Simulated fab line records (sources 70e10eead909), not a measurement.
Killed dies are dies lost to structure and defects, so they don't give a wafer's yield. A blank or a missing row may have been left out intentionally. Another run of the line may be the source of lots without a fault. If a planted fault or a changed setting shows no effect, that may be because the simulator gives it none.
Chamber matching ; flow nandHarc ; NHARC_A_CHANNEL_FILL_D2_CMP_10 on cmp-01: 4 sister chambers
The step polishes, target thk 150 nm. 24 wafers are shown with their chamber, then 12 later ones without.

== WAFERS WITH THEIR CHAMBER ==
wafer;chamber;motorCurrentA (A);timeToEndpointS (s)
L076.1;0;13.7;12.4
L076.3;3;11.1;11.8
L076.4;1;11.2;12.5
L080.1;0;12.8;19.2
L080.5;2;10.1;12.0
L080.6;1;11.4;14.4
L081.3;0;13.3;16.2
L081.4;3;10.9;15.8
L081.6;3;11.3;12.8
L081.1;1;11.6;14.2
L081.2;2;10.7;15.4
L081.5;0;13.2;16.8
L082.1;0;13.0;15.0
L082.3;3;10.5;15.2
L082.6;0;13.9;14.3
L086.2;1;10.8;14.7
L086.5;1;11.7;16.3
L086.6;2;10.7;15.1
L089.1;1;11.7;13.5
L089.2;0;13.6;16.7
L089.4;2;9.8;12.6
L090.3;0;12.8;18.9
L090.5;0;14.1;17.3
L090.6;1;11.6;17.5

SIGNATURES (averages over the wafers above)
reading;chamber 0;chamber 1;chamber 2;chamber 3;scatter within a chamber
motorCurrentA;13.378;11.429;10.325;10.950;0.413
timeToEndpointS;16.311;14.729;13.775;13.900;1.93
Rule: a wafer lies at a distance from a chamber equal to the root of the sum of squares, over the readings, of (its reading less the chamber's mean, divided by the reading's scatter). If the next closest chamber is less than 2 further off than the closest, the wafer can't be placed; otherwise it belongs to the closest. The scatter: the root of (the sum of the squares of (reading less its chamber's mean) over the shown wafers, divided by (wafers less chambers)).

== WAFERS WITH NO CHAMBER GIVEN ==
wafer;motorCurrentA (A);timeToEndpointS (s)
L090.1;10.9;15.1
L090.2;11.4;14.6
L090.4;10.4;15.2
L093.1;13.4;14.6
L093.2;9.9;14.3
L093.3;11.0;16.8
L093.4;12.2;17.7
L093.5;11.0;14.1
L093.6;10.4;14.0
L095.1;13.4;17.9
L095.3;10.7;13.8
L095.4;10.2;13.2

== THE CHAMBER EACH PASSED THROUGH ==
wafer;from the rows above;in truth
L090.1;can't be placed: 3 or 1 or 2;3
L090.2;can't be placed: 1 or 3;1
L090.4;can't be placed: 2 or 3 or 1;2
L093.1;0;0
L093.2;can't be placed: 2 or 3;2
L093.3;can't be placed: 1 or 3 or 2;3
L093.4;can't be placed: 1 or 0 or 3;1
L093.5;can't be placed: 3 or 1 or 2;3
L093.6;can't be placed: 2 or 3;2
L095.1;0;0
L095.3;can't be placed: 3 or 2 or 1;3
L095.4;can't be placed: 2 or 3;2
Placed correctly: 2 of 12. Cannot be placed on the basis of these rows: 10; the candidates contain the true chamber in 10. Placed wrongly: 0.
